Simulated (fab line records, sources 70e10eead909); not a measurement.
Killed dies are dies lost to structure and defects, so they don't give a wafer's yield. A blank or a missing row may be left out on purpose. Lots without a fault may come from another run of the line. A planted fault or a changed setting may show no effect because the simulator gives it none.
Chamber matching | flow nand_harc | NHARC_A_STAIRCASE_TRIM_12 on rie_diel-12: 4 sister chambers
The step chemistry O2, time 211.2 s. 8 wafers are shown with their chamber, then 12 later ones without.

WAFERS WITH THEIR CHAMBER
wafer  | chamber | showerhead_plenum_p_Torr (Torr) | drypump_motor_current_A (A)
L082.6 | 0       | 3.41                            | 6.4
L088.6 | 2       | 3.30                            | 5.2
L092.2 | 3       | 3.66                            | 6.1
L092.4 | 1       | 3.68                            | 5.9
L092.5 | 2       | 3.30                            | 5.1
L086.1 | 3       | 3.66                            | 6.1
L086.2 | 0       | 3.39                            | 6.4
L086.6 | 1       | 3.68                            | 6.0

WAFERS WITHOUT THEIR CHAMBER
wafer  | showerhead_plenum_p_Torr (Torr) | drypump_motor_current_A (A)
L094.1 | 3.68                            | 6.0
L094.2 | 3.29                            | 5.2
L094.3 | 3.66                            | 6.1
L093.3 | 3.65                            | 6.1
L093.4 | 3.68                            | 6.0
L093.6 | 3.39                            | 6.4
L095.1 | 3.66                            | 6.1
L095.4 | 3.39                            | 6.4
L095.5 | 3.68                            | 6.0
L097.2 | 3.68                            | 6.0
L097.3 | 3.29                            | 5.1
L097.5 | 3.39                            | 6.4

WHICH CHAMBER EACH WENT THROUGH
wafer  | from the rows above | in truth
L094.1 | 1                   | 1
L094.2 | 2                   | 2
L094.3 | 3                   | 3
L093.3 | 3                   | 3
L093.4 | 1                   | 1
L093.6 | 0                   | 0
L095.1 | 3                   | 3
L095.4 | 0                   | 0
L095.5 | 1                   | 1
L097.2 | 1                   | 1
L097.3 | 2                   | 2
L097.5 | 0                   | 0
Placed correctly: 12 of 12. Can't be placed from these rows: 0. Placed wrongly: 0.
How it was worked out, from the rows above alone: a wafer's distance from a chamber is the root of the sum, over the readings, of the square of ((its reading less the chamber's mean) divided by the reading's scatter). The wafer belongs to the nearest chamber; if the next one is less than 2 further off, it can't be placed. A chamber's mean is the mean of its shown wafers. The scatter: the root of (the sum of the squares of (reading less its chamber's mean) over the shown wafers, divided by (wafers less chambers)).
